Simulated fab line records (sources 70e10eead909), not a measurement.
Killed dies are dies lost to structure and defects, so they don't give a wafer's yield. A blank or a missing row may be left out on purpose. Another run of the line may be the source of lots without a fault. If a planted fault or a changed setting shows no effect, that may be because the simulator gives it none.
Matching of chambers ; flow nandHarc ; 4 sister chambers for NHARC_A_SGD_CUT_ETCH_58 on rieDiel-09
The step etches the open film in CF4, target depth 39 nm, time 65 s. 16 wafers are shown with their chamber, then 8 later ones without.

== WAFERS WITH THEIR CHAMBER ==
wafer;chamber;drypumpMotorCurrentA (A);oesProductAu (a.u.);rfVppV (V)
L074.1;3;5.5;0.977;150.2
L074.3;0;6.5;0.997;148.9
L074.6;2;4.8;0.987;150.7
L078.2;3;5.5;0.988;150.1
L078.3;2;4.9;1.003;152.1
L078.5;0;6.4;0.996;149.5
L081.1;3;5.5;0.988;150.8
L081.2;1;5.4;1.001;151.2
L081.5;2;4.8;1.001;151.3
L084.2;3;5.5;0.991;151.8
L084.5;1;5.4;1.016;151.7
L084.6;2;4.8;1.011;149.9
L090.3;2;4.8;1.011;149.7
L090.5;2;4.8;1.009;151.2
L090.6;1;5.4;1.013;150.6
L088.4;2;4.8;1.009;151.9

SIGNATURES (means of the wafers above)
reading;chamber 0;chamber 1;chamber 2;chamber 3;scatter within a chamber
drypumpMotorCurrentA;6.450;5.400;4.814;5.500;0.0336
oesProductAu;0.99650;1.01000;1.00443;0.98600;0.00756
rfVppV;149.200;151.167;150.971;150.725;0.804
Rule: a wafer lies at a distance from a chamber equal to the root of the sum of squares, over the readings, of (its reading less the chamber's mean, divided by the reading's scatter). The wafer belongs to the nearest chamber; if the next one is less than 2 further off, it can't be placed. How the scatter is found: for the shown wafers, subtract from each reading the mean of its chamber, square and add these, divide the total by (wafers less chambers), then take the root.

== WAFERS WHOSE CHAMBER IS MISSING ==
wafer;drypumpMotorCurrentA (A);oesProductAu (a.u.);rfVppV (V)
L088.5;5.5;1.000;150.7
L088.6;4.8;1.011;153.4
L091.1;5.4;1.012;151.8
L091.2;5.5;0.996;151.2
L091.5;5.4;1.007;152.5
L093.1;5.4;1.002;150.9
L093.2;4.8;1.013;152.1
L093.6;4.8;1.001;152.0

== WHICH CHAMBER EACH WENT THROUGH ==
wafer;from the rows above;in truth
L088.5;can't be placed: 3 or 1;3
L088.6;2;2
L091.1;1;1
L091.2;3;3
L091.5;1;1
L093.1;1;1
L093.2;2;2
L093.6;2;2
Placed correctly: 7 of 8. These rows do not allow placing 1 (true chamber among the candidates in 1). Wrongly placed: 0.
